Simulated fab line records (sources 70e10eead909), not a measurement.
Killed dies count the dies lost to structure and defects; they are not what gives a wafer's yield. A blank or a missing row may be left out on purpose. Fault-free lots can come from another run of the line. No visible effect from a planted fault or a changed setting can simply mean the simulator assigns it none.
What tool caused it? ; flow nand harc ; 11 lots with 33 wafers sampled at 4 steps, on a route of 1302 steps

## WHAT THE GAUGES READ, wafer by wafer
The record lacks any reading of a measuring or inspecting step that a usual standard deviation could be used to judge.

## EACH LOT AND THE TOOL THAT RAN IT (in order: tool; ch and the chambers of the sampled wafers; start)
lot;NHARC_A_STAIRCASE_DESCUM_291;NHARC_A_STAIRCASE_HM_OPEN_460;NHARC_A_STAIRCASE_ETCH_313;NHARC_A_STAIRCASE_ALD_415
L833;rie diel-12 ch 0,1, day 17 20:37;rie diel-12 ch 1,2, day 18 01:53 or earlier;rie diel-04 ch 1,2, day 18 01:53;ald hk-03 ch 1,2,3, day 18 05:13
L834;rie diel-04 ch 0,1, day 18 07:30;rie diel-04 ch 1,2,3, day 18 13:47 or earlier;rie diel-04 ch 0,1,3, day 18 13:47;ald hk-02 ch 1,2,3, day 18 16:14
L840;rie diel-12 ch 0,1,3, day 20 00:45;rie diel-12 ch 0,1,2, day 20 06:32 or earlier;rie diel-02 ch 0,2,3, day 20 06:32;ald hk-03 ch 0,1,3, day 20 08:19
L839;rie diel-02 ch 1,2,3, day 20 04:08;rie diel-02 ch 0,1,2, day 20 09:18 or earlier;rie diel-12 ch 1,2,3, day 20 09:18;ald hk-03 ch 0,1,3, day 20 11:31
L846;rie diel-04 ch 1,2,3, day 22 21:02;rie diel-04 ch 0,1,3, day 23 06:05 or earlier;rie diel-02 ch 1,2, day 23 06:05;ald hk-01 ch 1,2,3, day 23 08:06
L845;rie diel-12 ch 0,1,3, day 23 02:46;rie diel-12 ch 0,1,2, day 23 10:06 or earlier;rie diel-02 ch 0,2,3, day 23 10:06;ald hk-01 ch 0,2,3, day 23 12:19
L848;rie diel-02 ch 0,2, day 23 11:40;rie diel-02 ch 1,2, day 23 17:35 or earlier;rie diel-04 ch 0,1, day 23 17:35;ald hk-03 ch 0,2, day 23 19:36
L847;rie diel-02 ch 1,3, day 23 15:03;rie diel-02 ch 0,1,2, day 23 20:15 or earlier;rie diel-04 ch 2,3, day 23 20:15;ald hk-03 ch 0,1,3, day 23 22:29
L851;rie diel-12 ch 0,1,2, day 24 20:52;rie diel-12 ch 0,3, day 25 02:03 or earlier;rie diel-04 ch 1,2, day 25 02:03;ald hk-03 ch 0,1, day 25 04:22
L852;rie diel-04 ch 0,1, day 25 17:55;rie diel-04 ch 1,2,3, day 26 02:22 or earlier;rie diel-12 ch 0,3, day 26 02:22;ald hk-03 ch 2,3, day 26 04:40
L854;rie diel-12 ch 0,2, day 26 18:50;rie diel-12 ch 2,3, day 27 01:11 or earlier;rie diel-02 ch 0,2,3, day 27 01:11;ald hk-03 ch 1,2, day 27 02:59
- NHARC_A_STAIRCASE_DESCUM_291: chemistry O2, time 3 s.
- NHARC_A_STAIRCASE_HM_OPEN_460: chemistry O2/COS.
- NHARC_A_STAIRCASE_ETCH_313: etches the open film in CF4/CHF3.
- NHARC_A_STAIRCASE_ALD_415: deposits SiO2, target thk 30 nm, pulse time 6 s, ald cycles 300.

## WHAT THE TOOLS THEMSELVES READ (means of the sampled wafers that have a number; where no wafer has one, the mark that the record gives instead)
NHARC_A_STAIRCASE_DESCUM_291. Usual: drypump motor current A 5.8 A, standard deviation 0.52; oes product au 1.001 a.u., standard deviation 0.011; rf vpp V 57.9 V, standard deviation 0.94; showerhead plenum p Torr 1.96 Torr, standard deviation 0.075; throttle valve pct 11.311 %, standard deviation 0.0093.
lot;tool;drypump motor current A (A);oes product au (a.u.);rf vpp V (V);showerhead plenum p Torr (Torr);throttle valve pct (%);flag
L833;rie diel-12;6.1;0.997;57.0;1.85;11.314;
L834;rie diel-04;5.5;1.015;58.8;1.94;11.312;
L840;rie diel-12;6.1;0.999;58.4;2.01;11.304;
L839;rie diel-02;5.4;1.005;59.0;1.93;11.314;
L846;rie diel-04;6.1;0.995;58.4;2.05;11.322;
L845;rie diel-12;6.1;1.006;58.3;2.00;11.316;
L848;rie diel-02;6.3;0.990;58.6;1.94;11.307;
L847;rie diel-02;5.4;1.018;57.4;1.94;11.300;
L851;rie diel-12;5.9;1.012;58.0;1.94;11.311;
L852;rie diel-04;5.5;1.004;58.2;1.92;11.314;
L854;rie diel-12;5.5;1.003;57.5;1.89;11.300;

NHARC_A_STAIRCASE_HM_OPEN_460. Usual: drypump motor current A 5.8 A, standard deviation 0.53; oes product au 1.001 a.u., standard deviation 0.011; rf fwd power W 499.1 W, standard deviation 1.6; rf vpp V 468.6 V, standard deviation 2.6; showerhead plenum p Torr 3.19 Torr, standard deviation 0.12; throttle valve pct 28.330 %, standard deviation 0.0089.
lot;tool;drypump motor current A (A);oes product au (a.u.);rf fwd power W (W);rf vpp V (V);showerhead plenum p Torr (Torr);throttle valve pct (%);flag
L833;rie diel-12;6.2;0.990;499.9;467.1;3.14;28.337;
L834;rie diel-04;6.2;0.994;500.0;472.1;3.34;28.335;
L840;rie diel-12;5.9;1.008;497.9;468.2;3.19;28.335;
L839;rie diel-02;5.8;0.999;499.4;467.9;3.15;28.336;
L846;rie diel-04;5.8;0.998;499.3;469.1;3.22;28.332;
L845;rie diel-12;5.9;1.003;499.9;467.7;3.18;28.323;
L848;rie diel-02;5.2;0.997;497.1;467.6;3.11;28.326;
L847;rie diel-02;5.8;1.002;499.6;467.1;3.14;28.329;
L851;rie diel-12;5.8;1.013;498.5;472.4;3.31;28.327;
L852;rie diel-04;6.1;0.991;498.5;471.4;3.31;28.333;
L854;rie diel-12;5.5;1.017;499.0;466.0;3.05;28.337;

NHARC_A_STAIRCASE_ETCH_313. Usual: cf4 flow sccm 99.98 sccm, standard deviation 0.27; drypump motor current A 5.8 A, standard deviation 0.53; oes product au 0.935 a.u., standard deviation 0.021; rf fwd power W 497.4 W, standard deviation 1.7; rf vpp V 371.8 V, standard deviation 1.8; showerhead plenum p Torr 1.61 Torr, standard deviation 0.053; throttle valve pct 16.802 %, standard deviation 0.0097.
lot;tool;cf4 flow sccm (sccm);drypump motor current A (A);oes product au (a.u.);rf fwd power W (W);rf vpp V (V);showerhead plenum p Torr (Torr);throttle valve pct (%);flag
L833;rie diel-04;99.92;6.1;0.921;498.8;375.1;1.70;16.798;
L834;rie diel-04;100.21;5.8;0.922;497.6;372.7;1.63;16.802;
L840;rie diel-02;100.10;5.9;0.924;498.1;371.6;1.61;16.803;
L839;rie diel-12;99.81;6.0;0.970;498.1;371.4;1.58;16.800;
L846;rie diel-02;99.77;5.2;0.922;496.0;370.1;1.56;16.793;
L845;rie diel-02;100.06;5.9;0.926;497.8;371.0;1.60;16.807;
L848;rie diel-04;100.11;5.8;0.962;498.2;373.5;1.63;16.805;
L847;rie diel-04;100.07;6.2;0.972;495.6;373.3;1.66;16.804;
L851;rie diel-04;99.85;6.1;0.919;498.0;373.9;1.68;16.801;
L852;rie diel-12;100.08;5.9;0.938;494.6;372.8;1.64;16.800;
L854;rie diel-02;99.80;5.9;0.924;497.2;371.2;1.59;16.802;

NHARC_A_STAIRCASE_ALD_415. Usual: heater power w 464 W, standard deviation 45; precursor pulse height rel 1.000, standard deviation 0.021.
lot;tool;heater power w (W);precursor pulse height rel;flag
L833;ald hk-03;443;0.995;
L834;ald hk-02;431;0.996;
L840;ald hk-03;455;1.015;
L839;ald hk-03;457;0.994;
L846;ald hk-01;498;0.998;
L845;ald hk-01;483;0.989;
L848;ald hk-03;513;0.978;
L847;ald hk-03;456;0.988;
L851;ald hk-03;418;1.004;
L852;ald hk-03;493;1.014;
L854;ald hk-03;461;0.982;

## THE ANSWER, worked out from the rows above alone
Rule: a lot counts as off when the mean over its wafers that have a number is more than 3 standard deviations away from the usual mean. A lot without any number at a reading at which 4 lots or more have one is off too. Any other lot the step has rows for is counted as sound. The gauges are gone through in route order, then the tools' own readings, and for those a lot's mean is taken as printed above. At the first step where some lot is off, the reading lying furthest off is the one used; lots without a number count as furthest.
No lot is off on any of the readings shown, so nothing can be concluded from this.

## WHAT HAD BEEN PUT IN BY THE SIMULATOR
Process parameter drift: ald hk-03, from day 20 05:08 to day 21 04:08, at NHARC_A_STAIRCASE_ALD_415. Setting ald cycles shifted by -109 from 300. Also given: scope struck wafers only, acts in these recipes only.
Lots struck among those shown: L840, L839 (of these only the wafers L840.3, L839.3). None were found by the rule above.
